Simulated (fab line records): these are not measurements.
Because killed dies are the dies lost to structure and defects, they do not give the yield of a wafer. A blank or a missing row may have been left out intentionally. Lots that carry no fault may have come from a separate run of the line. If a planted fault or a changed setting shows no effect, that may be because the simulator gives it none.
fab line records + flow n5Finfet
record:
- lots: 15
- wafers: 45
- lastDay: 18
route steps=1938 shown BEOL_M8@1386 BEOL_M9@1415
lots untouched by any fault: they come from a run of this same line in which no faults occurred
startH: the number of hours between the record's first day and the start of the first shown wafer of the lot + waitH: hours since the lot's step before + " repeats the value in the row above + L1.1+2: a row that stands for several wafers + - no value, or no start given + * or withheld: withheld + < > ~ a bound
route shown NAME@n: a module of which the file shows steps, and the number in the route of the first + usual: mean and standard deviation over wafers with no fault + same: alike in all rows + chamber/n: place in a boat + sites: per-site readings + _std_site: standard deviation across them + _edge_site: inner sites' mean taken away from outer sites' mean + radiusMm: for every site, how far away it sits from the centre of the wafer + mask NAME#n: copy n + behind: the most recent tool/chamber to have shaped the wafer + hold: cause of the lot's hold/its duration in hours/its outcome + device: which transistor (n, p or np) failed to switch + end of line: at the end of the route, the tests of the same wafers + step lacking rows: just its recipe + killed: dies lost to structure and defects at the first sort, not the wafer's yield + map: a wafer's dies, marking killed ones x, the rest . and places with no die _
set.NAME: the setting that was run; set.NAME@STEP: the one run at that earlier step + model.NAME: the simulator's own value behind a step, which no gauge read
the route's steps for a sample of lots (tables are steps, rows are wafers)
services: from which hour (startH, from the record's first day; less than 0 if before it) a tool's chamber was out of use, for how many hours, and why
== steps ==
step: N5_BEOL_M8_CURE_75
recipe:
- tempC: 370
- timeS: 120
- ambient: DMADMS/He
- material: SiCOH_lowk
usual:
- lampPowerPct: 52.31/0.058
- wafer_temp_C_max: 371.9/0.74
| lot.wafer | tool      | chamber | startH | waitH | lampPowerPct | wafer_temp_C_max |
|-----------|-----------|---------|--------|-------|--------------|------------------|
| L811.3    | uvCure-03 | 0       | 221.89 | 0.1   | 52.36        | 371.9            |
| L811.4    | "         | 0       | "      | "     | 52.40        | 372.1            |
| L811.6    | "         | 0       | "      | "     | 52.38        | 371.7            |
| L813.1    | uvCure-02 | 2       | 230.12 | 0.0   | 52.34        | 372.3            |
| L813.3    | "         | 2       | "      | "     | 52.21        | 372.5            |
| L813.5    | "         | 2       | "      | "     | 52.27        | 373.8            |
| L812.1    | uvCure-03 | 2       | 230.52 | 0.0   | 52.34        | 371.3            |
| L812.3    | "         | 2       | "      | "     | 52.28        | 371.4            |
| L812.6    | "         | 2       | "      | "     | 52.29        | 371.3            |
| L814.2    | uvCure-03 | 2       | 244.45 | 0.1   | 52.33        | 370.6            |
| L814.4    | "         | 2       | "      | "     | 52.22        | 371.1            |
| L814.5    | "         | 2       | "      | "     | 52.32        | 371.1            |
| L817.2    | uvCure-02 | 0       | 266.02 | 0.1   | 52.42        | 371.3            |
| L817.4    | "         | 0       | "      | "     | 52.30        | 371.6            |
| L817.5    | "         | 0       | "      | "     | 52.38        | 371.7            |
| L818.2    | uvCure-03 | 1       | 266.11 | 0.1   | 52.32        | 371.4            |
| L818.4    | "         | 1       | "      | "     | 52.30        | 371.3            |
| L818.6    | "         | 1       | "      | "     | 52.31        | 371.1            |
| L820.1    | uvCure-01 | 0       | 272.65 | 0.2   | 52.24        | 371.7            |
| L820.3    | "         | 0       | "      | "     | 52.26        | 371.6            |
| L820.4    | "         | 0       | "      | "     | 52.29        | 372.0            |
| L819.2    | uvCure-03 | 1       | 273.11 | 0.4   | 52.27        | 372.0            |
| L819.4    | "         | 1       | "      | "     | 52.20        | 371.3            |
| L819.5    | "         | 1       | "      | "     | 52.20        | 371.9            |
| L822.1    | uvCure-03 | 2       | 295.91 | 0.0   | 52.36        | 371.0            |
| L822.2    | "         | 2       | "      | "     | 52.29        | 371.0            |
| L822.5    | "         | 2       | "      | "     | 52.23        | 371.3            |
| L825.2    | uvCure-01 | 1       | 301.61 | 0.1   | 52.35        | 371.6            |
| L825.4    | "         | 1       | "      | "     | 52.38        | 371.4            |
| L825.6    | "         | 1       | "      | "     | 52.28        | 371.7            |
| L826.1    | uvCure-01 | 0       | 316.35 | 0.1   | 52.34        | 371.7            |
| L826.5    | "         | 0       | "      | "     | 52.33        | 372.6            |
| L826.6    | "         | 0       | "      | "     | 52.29        | 371.6            |
| L828.2    | uvCure-03 | 1       | 325.81 | 0.1   | 52.34        | 371.0            |
| L828.5    | "         | 1       | "      | "     | 52.35        | 372.3            |
| L828.6    | "         | 1       | "      | "     | 52.30        | 371.6            |
| L829.3    | uvCure-02 | 2       | 325.92 | 0.1   | 52.31        | 373.2            |
| L829.4    | "         | 2       | "      | "     | 52.30        | 372.7            |
| L829.5    | "         | 2       | "      | "     | 52.35        | 372.6            |
| L833.1    | uvCure-03 | 1       | 363.14 | 0.0   | 52.31        | 371.5            |
| L833.4    | "         | 1       | "      | "     | 52.35        | 371.7            |
| L833.5    | "         | 1       | "      | "     | 52.29        | 371.4            |
| L832.1    | uvCure-02 | 0       | 366.33 | 0.0   | 52.39        | 371.7            |
| L832.2    | "         | 0       | "      | "     | 52.30        | 371.2            |
| L832.3    | "         | 0       | "      | "     | 52.34        | 371.7            |
step: N5_BEOL_M9_OVL_MEAS_12
recipe:
- pointsPerWafer: 44
usual:
- M9_OVL: -0.1/0.79
| lot.wafer | tool       | chamber | startH | waitH | M9_OVL[nm] |
|-----------|------------|---------|--------|-------|------------|
| L811.3    | overlay-01 | 0       | 225.42 | 0.0   | 0.7        |
| L811.4    | "          | 0       | "      | "     | -1.2       |
| L811.6    | "          | 0       | "      | "     | -0.8       |
| L812.1    | overlay-02 | 0       | 238.50 | 0.0   | -1.3       |
| L812.3    | "          | 0       | "      | "     | -1.3       |
| L812.6    | "          | 0       | "      | "     | -0.7       |
| L813.1    | overlay-01 | 0       | 238.68 | 0.0   | -0.4       |
| L813.3    | "          | 0       | "      | "     | -0.1       |
| L813.5    | "          | 0       | "      | "     | -1.0       |
| L814.2    | overlay-02 | 0       | 250.76 | 0.0   | -0.5       |
| L814.4    | "          | 0       | "      | "     | -1.1       |
| L814.5    | "          | 0       | "      | "     | 0.2        |
| L817.2    | overlay-02 | 0       | 272.88 | 0.0   | 0.8        |
| L817.4    | "          | 0       | "      | "     | 0.2        |
| L817.5    | "          | 0       | "      | "     | 0.2        |
| L818.2    | overlay-02 | 0       | 273.04 | 0.0   | 0.6        |
| L818.4    | "          | 0       | "      | "     | 0.2        |
| L818.6    | "          | 0       | "      | "     | 0.1        |
| L820.1    | overlay-02 | 0       | 279.13 | 0.0   | 0.2        |
| L820.3    | "          | 0       | "      | "     | -1.3       |
| L820.4    | "          | 0       | "      | "     | 0.5        |
| L819.2    | overlay-02 | 0       | 279.68 | 0.0   | -1.3       |
| L819.4    | "          | 0       | "      | "     | -1.0       |
| L819.5    | "          | 0       | "      | "     | 0.1        |
| L822.1    | overlay-02 | 0       | 302.22 | 0.0   | -0.4       |
| L822.2    | "          | 0       | "      | "     | -0.4       |
| L822.5    | "          | 0       | "      | "     | 0.9        |
| L825.2    | overlay-02 | 0       | 306.87 | 0.0   | -1.1       |
| L825.4    | "          | 0       | "      | "     | -0.3       |
| L825.6    | "          | 0       | "      | "     | -0.2       |
| L826.1    | overlay-01 | 0       | 321.55 | 0.0   | 0.5        |
| L826.5    | "          | 0       | "      | "     | 0.0        |
| L826.6    | "          | 0       | "      | "     | -0.7       |
| L828.2    | overlay-01 | 0       | 331.59 | 0.0   | 0.1        |
| L828.5    | "          | 0       | "      | "     | -0.5       |
| L828.6    | "          | 0       | "      | "     | 0.1        |
| L829.3    | overlay-02 | 0       | 331.92 | 0.0   | 0.2        |
| L829.4    | "          | 0       | "      | "     | 0.7        |
| L829.5    | "          | 0       | "      | "     | 0.1        |
| L833.1    | overlay-01 | 0       | 368.61 | 0.0   | -0.8       |
| L833.4    | "          | 0       | "      | "     | -1.1       |
| L833.5    | "          | 0       | "      | "     | -0.4       |
| L832.1    | overlay-01 | 0       | 372.36 | 0.0   | -2.1       |
| L832.2    | "          | 0       | "      | "     | -0.6       |
| L832.3    | "          | 0       | "      | "     | -1.6       |
step: N5_BEOL_M9_INSPECT_13
recipe:
- mode: adi
- inspectInstrument: brightfield
usual:
- rawDefectCount: 432/96
| lot.wafer | tool             | chamber | startH | waitH | rawDefectCount |
|-----------|------------------|---------|--------|-------|----------------|
| L811.3    | defectInspect-02 | -       | 225.44 | 0.0   | 632            |
| L811.4    | "                | -       | "      | "     | 537            |
| L811.6    | "                | -       | "      | "     | 597            |
| L812.1    | defectInspect-02 | -       | 238.52 | 0.0   | 539            |
| L812.3    | "                | -       | "      | "     | 605            |
| L812.6    | "                | -       | "      | "     | 385            |
| L813.1    | defectInspect-02 | -       | 238.70 | 0.0   | 423            |
| L813.3    | "                | -       | "      | "     | 446            |
| L813.5    | "                | -       | "      | "     | 446            |
| L814.2    | defectInspect-02 | -       | 250.78 | 0.0   | 473            |
| L814.4    | "                | -       | "      | "     | 492            |
| L814.5    | "                | -       | "      | "     | 383            |
| L817.2    | defectInspect-02 | -       | 272.90 | 0.0   | 353            |
| L817.4    | "                | -       | "      | "     | 300            |
| L817.5    | "                | -       | "      | "     | 311            |
| L818.2    | defectInspect-01 | -       | 273.06 | 0.0   | 416            |
| L818.4    | "                | -       | "      | "     | 352            |
| L818.6    | "                | -       | "      | "     | 364            |
| L820.1    | defectInspect-02 | -       | 279.15 | 0.0   | 432            |
| L820.3    | "                | -       | "      | "     | 352            |
| L820.4    | "                | -       | "      | "     | 424            |
| L819.2    | defectInspect-02 | -       | 279.71 | 0.0   | 584            |
| L819.4    | "                | -       | "      | "     | 539            |
| L819.5    | "                | -       | "      | "     | 393            |
| L822.1    | defectInspect-02 | -       | 302.25 | 0.0   | 446            |
| L822.2    | "                | -       | "      | "     | 433            |
| L822.5    | "                | -       | "      | "     | 663            |
| L825.2    | defectInspect-01 | -       | 306.89 | 0.0   | 543            |
| L825.4    | "                | -       | "      | "     | 436            |
| L825.6    | "                | -       | "      | "     | 553            |
| L826.1    | defectInspect-02 | -       | 321.57 | 0.0   | 419            |
| L826.5    | "                | -       | "      | "     | 358            |
| L826.6    | "                | -       | "      | "     | 416            |
| L828.2    | defectInspect-02 | -       | 331.62 | 0.0   | 521            |
| L828.5    | "                | -       | "      | "     | 452            |
| L828.6    | "                | -       | "      | "     | 459            |
| L829.3    | defectInspect-02 | -       | 331.94 | 0.0   | 463            |
| L829.4    | "                | -       | "      | "     | 348            |
| L829.5    | "                | -       | "      | "     | 396            |
| L833.1    | defectInspect-01 | -       | 368.63 | 0.0   | 386            |
| L833.4    | "                | -       | "      | "     | 440            |
| L833.5    | "                | -       | "      | "     | 512            |
| L832.1    | defectInspect-01 | -       | 372.38 | 0.0   | 445            |
| L832.2    | "                | -       | "      | "     | 590            |
| L832.3    | "                | -       | "      | "     | 414            |
step: N5_BEOL_M9_HM_OPEN_17
recipe:
- chemistry: Cl2/BCl3
- targetDepthA: 200
- overetchA: 60
- target: TiN
- maskMaterial: SOC
- ionEnergyEv: 150
- pressureMtorr: 10
- icpW: 1000
- biasW: 126
- Cl2_flow_sccm: 53.25
- bcl3FlowSccm: 21.75
- Ar_flow_sccm: 25
usual:
- bcl3FlowSccm: 21.75/0.067
- biasW: 126.1/0.37
- drypumpMotorCurrentA: 5.7/0.51
- oesProductAu: 0.68/0.089
- throttleValvePct: 22.01/0.23
| lot.wafer | tool        | chamber | startH | waitH | bcl3FlowSccm | biasW | drypumpMotorCurrentA | oesProductAu | rfHoursCounterH | throttleValvePct |
|-----------|-------------|---------|--------|-------|--------------|-------|----------------------|--------------|-----------------|------------------|
| L811.3    | rieMetal-03 | 0       | 226.15 | 0.1   | 21.76        | 126.4 | 4.7                  | 0.60         | -               | 22.03            |
| L811.4    | "           | 1       | "      | "     | 21.68        | 125.9 | 5.8                  | 0.53         | -               | 21.68            |
| L811.6    | "           | 0       | "      | "     | 21.82        | 126.3 | 4.7                  | 0.60         | -               | 22.03            |
| L812.1    | rieMetal-03 | 1       | 239.00 | 0.0   | 21.82        | 126.4 | 5.8                  | 0.53         | 111             | 21.68            |
| L812.3    | "           | 1       | "      | "     | 21.73        | 126.1 | 5.8                  | 0.53         | -               | 21.69            |
| L812.6    | "           | 1       | "      | "     | 21.76        | 125.7 | 5.8                  | 0.54         | -               | 21.65            |
| L813.1    | rieMetal-01 | 0       | 239.08 | 0.0   | 21.80        | 126.5 | 6.4                  | 0.80         | 4               | 22.09            |
| L813.3    | "           | 0       | "      | "     | 21.75        | 125.8 | 6.4                  | 0.78         | -               | 22.08            |
| L813.5    | "           | 1       | "      | "     | 21.79        | 125.6 | 5.9                  | 0.68         | -               | 22.18            |
| L814.2    | rieMetal-03 | 0       | 251.21 | 0.0   | 21.70        | 126.2 | 4.7                  | 0.61         | 70              | 22.01            |
| L814.4    | "           | 1       | "      | "     | 21.78        | 126.2 | 5.8                  | 0.53         | -               | 21.68            |
| L814.5    | "           | 0       | "      | "     | 21.83        | 126.1 | 4.7                  | 0.61         | -               | 22.01            |
| L817.2    | rieMetal-02 | 0       | 273.21 | 0.0   | 21.87        | 126.1 | 5.7                  | 0.54         | 115             | 22.51            |
| L817.4    | "           | 1       | "      | "     | 21.84        | 126.3 | 5.4                  | 0.72         | -               | 21.90            |
| L817.5    | "           | 0       | "      | "     | 21.80        | 126.3 | 5.8                  | 0.53         | -               | 22.51            |
| L818.2    | rieMetal-02 | 1       | 273.37 | 0.0   | 21.79        | 126.2 | 5.4                  | 0.73         | 21              | 21.91            |
| L818.4    | "           | 0       | "      | "     | 21.75        | 126.9 | 5.7                  | 0.53         | -               | 22.50            |
| L818.6    | "           | 0       | "      | "     | 21.71        | 126.2 | 5.7                  | 0.53         | -               | 22.52            |
| L820.1    | rieMetal-03 | 0       | 279.47 | 0.0   | 21.69        | 126.1 | 4.7                  | 0.59         | 71              | 22.03            |
| L820.3    | "           | 1       | "      | "     | 21.71        | 126.0 | 5.8                  | 0.53         | -               | 21.69            |
| L820.4    | "           | 0       | "      | "     | 21.68        | 125.8 | 4.7                  | 0.61         | -               | 22.02            |
| L819.2    | rieMetal-01 | 0       | 280.14 | 0.0   | 21.75        | 126.4 | 6.4                  | 0.74         | 7               | 22.11            |
| L819.4    | "           | 1       | "      | "     | 21.77        | 126.0 | 5.9                  | 0.67         | -               | 22.21            |
| L819.5    | "           | 1       | "      | "     | 21.77        | 126.2 | 5.9                  | 0.67         | -               | 22.23            |
| L822.1    | rieMetal-01 | 1       | 302.92 | 0.0   | 21.82        | 126.2 | 5.9                  | 0.66         | 34              | 22.21            |
| L822.2    | "           | 0       | "      | "     | 21.86        | 125.9 | 6.4                  | 0.75         | 8               | 22.12            |
| L822.5    | "           | 0       | "      | "     | 21.77        | 125.8 | 6.4                  | 0.76         | -               | 22.11            |
| L825.2    | rieMetal-01 | 0       | 307.30 | 0.0   | 21.82        | 126.1 | 6.4                  | 0.75         | 9               | 22.11            |
| L825.4    | "           | 1       | "      | "     | 21.78        | 125.9 | 5.9                  | 0.66         | -               | 22.22            |
| L825.6    | "           | 1       | "      | "     | 21.68        | 126.0 | 5.9                  | 0.67         | -               | 22.20            |
| L826.1    | rieMetal-02 | 0       | 322.10 | 0.0   | -            | -     | -                    | -            | -               | -                |
| L826.5    | "           | 1       | "      | "     | -            | -     | -                    | -            | -               | -                |
| L826.6    | "           | 0       | "      | "     | -            | -     | -                    | -            | -               | -                |
| L828.2    | rieMetal-02 | 1       | 331.92 | 0.0   | -            | -     | -                    | -            | -               | -                |
| L828.5    | "           | 1       | "      | "     | -            | -     | -                    | -            | -               | -                |
| L828.6    | "           | 0       | "      | "     | -            | -     | -                    | -            | -               | -                |
| L829.3    | rieMetal-02 | 0       | 332.28 | 0.1   | -            | -     | -                    | -            | -               | -                |
| L829.4    | "           | 1       | "      | "     | -            | -     | -                    | -            | -               | -                |
| L829.5    | "           | 1       | "      | "     | -            | -     | -                    | -            | -               | -                |
| L833.1    | rieMetal-03 | 1       | 368.94 | 0.0   | 21.74        | 126.3 | 5.8                  | 0.77         | 4               | 21.38            |
| L833.4    | "           | 1       | "      | "     | 21.70        | 126.1 | 5.8                  | 0.78         | -               | 21.38            |
| L833.5    | "           | 1       | "      | "     | 21.86        | 126.0 | 5.8                  | 0.78         | -               | 21.40            |
| L832.1    | rieMetal-02 | 0       | 372.69 | 0.0   | 21.74        | 126.4 | 5.7                  | 0.77         | 6               | 22.14            |
| L832.2    | "           | 1       | "      | "     | 21.80        | 125.8 | 5.4                  | 0.69         | 33              | 21.92            |
| L832.3    | "           | 0       | "      | "     | 21.64        | 126.2 | 5.8                  | 0.76         | -               | 22.13            |
step: N5_BEOL_M9_CD_MEAS_18
recipe:
- pitchNm: 140
- targetCdNm: 70
usual:
- cdNm: 70.4/0.78
| lot.wafer | tool     | chamber | startH | waitH | cdNm |
|-----------|----------|---------|--------|-------|------|
| L811.3    | cdSem-02 | -       | 226.47 | 0.1   | 68.3 |
| L811.4    | "        | -       | "      | "     | 69.7 |
| L811.6    | "        | -       | "      | "     | 68.8 |
| L812.1    | cdSem-01 | -       | 239.18 | 0.0   | 71.3 |
| L812.3    | "        | -       | "      | "     | 70.9 |
| L812.6    | "        | -       | "      | "     | 71.3 |
| L813.1    | cdSem-03 | -       | 239.26 | 0.0   | 70.8 |
| L813.3    | "        | -       | "      | "     | 69.3 |
| L813.5    | "        | -       | "      | "     | 69.4 |
| L814.2    | cdSem-03 | -       | 251.39 | 0.1   | 68.7 |
| L814.4    | "        | -       | "      | "     | 69.5 |
| L814.5    | "        | -       | "      | "     | 69.5 |
| L817.2    | cdSem-02 | -       | 273.39 | 0.1   | 70.7 |
| L817.4    | "        | -       | "      | "     | 70.2 |
| L817.5    | "        | -       | "      | "     | 71.1 |
| L818.2    | cdSem-02 | -       | 273.56 | 0.1   | 69.8 |
| L818.4    | "        | -       | "      | "     | 69.4 |
| L818.6    | "        | -       | "      | "     | 68.8 |
| L820.1    | cdSem-03 | -       | 279.66 | 0.0   | 71.0 |
| L820.3    | "        | -       | "      | "     | 71.2 |
| L820.4    | "        | -       | "      | "     | 71.1 |
| L819.2    | cdSem-03 | -       | 280.32 | 0.1   | 70.5 |
| L819.4    | "        | -       | "      | "     | 69.9 |
| L819.5    | "        | -       | "      | "     | 70.6 |
| L822.1    | cdSem-02 | -       | 303.14 | 0.0   | 71.0 |
| L822.2    | "        | -       | "      | "     | 71.2 |
| L822.5    | "        | -       | "      | "     | 71.1 |
| L825.2    | cdSem-02 | -       | 307.49 | 0.1   | 69.9 |
| L825.4    | "        | -       | "      | "     | 71.4 |
| L825.6    | "        | -       | "      | "     | 69.6 |
| L826.1    | cdSem-03 | -       | 322.29 | 0.0   | -    |
| L826.5    | "        | -       | "      | "     | -    |
| L826.6    | "        | -       | "      | "     | -    |
| L828.2    | cdSem-03 | -       | 332.10 | 0.1   | -    |
| L828.5    | "        | -       | "      | "     | -    |
| L828.6    | "        | -       | "      | "     | -    |
| L829.3    | cdSem-01 | -       | 332.43 | 0.1   | -    |
| L829.4    | "        | -       | "      | "     | -    |
| L829.5    | "        | -       | "      | "     | -    |
| L833.1    | cdSem-02 | -       | 369.12 | 0.0   | 71.7 |
| L833.4    | "        | -       | "      | "     | 70.7 |
| L833.5    | "        | -       | "      | "     | 71.2 |
| L832.1    | cdSem-01 | -       | 372.87 | 0.0   | 69.4 |
| L832.2    | "        | -       | "      | "     | 70.5 |
| L832.3    | "        | -       | "      | "     | 71.4 |
== services ==
| tool        | chamber | startH | hours | kind          |
|-------------|---------|--------|-------|---------------|
| rieMetal-03 | 1       | 200.76 | 2.8   | repair        |
| uvCure-02   | -       | 267.85 | 9.5   | repair        |
| uvCure-03   | -       | 280.33 | 3.0   | repair        |
| rieMetal-02 | 0       | 294.01 | -     | clean         |
| rieMetal-02 | 0       | 294.01 | 14.1  | scheduledDown |
| rieMetal-02 | 0       | 294.01 | 14.1  | ventCycle     |
| uvCure-01   | -       | 298.16 | 1.0   | pm            |
| rieMetal-03 | 1       | 308.28 | -     | clean         |
| rieMetal-03 | 1       | 308.28 | 16.1  | scheduledDown |
| rieMetal-03 | 1       | 308.28 | 16.1  | ventCycle     |
| uvCure-02   | -       | 318.10 | 1.0   | pm            |
| rieMetal-01 | 1       | 357.37 | 4.6   | repair        |
== key ==
firstSign:
- step: N5_BEOL_M9_HM_OPEN_17
- reading: toolRecord
- direction: missing
effect:
- step: N5_BEOL_M9_CD_MEAS_18
- reading: cdNm
- direction: missing
metAt N5_BEOL_M9_HM_OPEN_17
struckLots L826,L828,L829
laterRowsLeftOut L826.1,L826.5,L826.6,L828.2,L828.5,L828.6,L829.3,L829.4,L829.5
sortLeftOut L826.1,L826.5,L826.6,L828.2,L828.5,L828.6,L829.3,L829.4,L829.5
notActingAt N5_BEOL_M8_CURE_75,N5_BEOL_M9_OVL_MEAS_12,N5_BEOL_M9_INSPECT_13
onsetBetween 273.37 322.10
fault:
- kind: skippedStepWhole
- tool: rieMetal-02
- chamber: -
- onsetH: 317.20
- steps: N5_BEOL_M9_HM_OPEN_17
- scope: struckLotsOnly
sortLeftOut: the simulated sort isn't trusted on such a fault, so these wafers' sort isn't shown, and their yield isn't known
laterRowsLeftOut: the simulator's readings of these wafers behind a module that went badly wrong aren't trusted and aren't shown, but for the sort
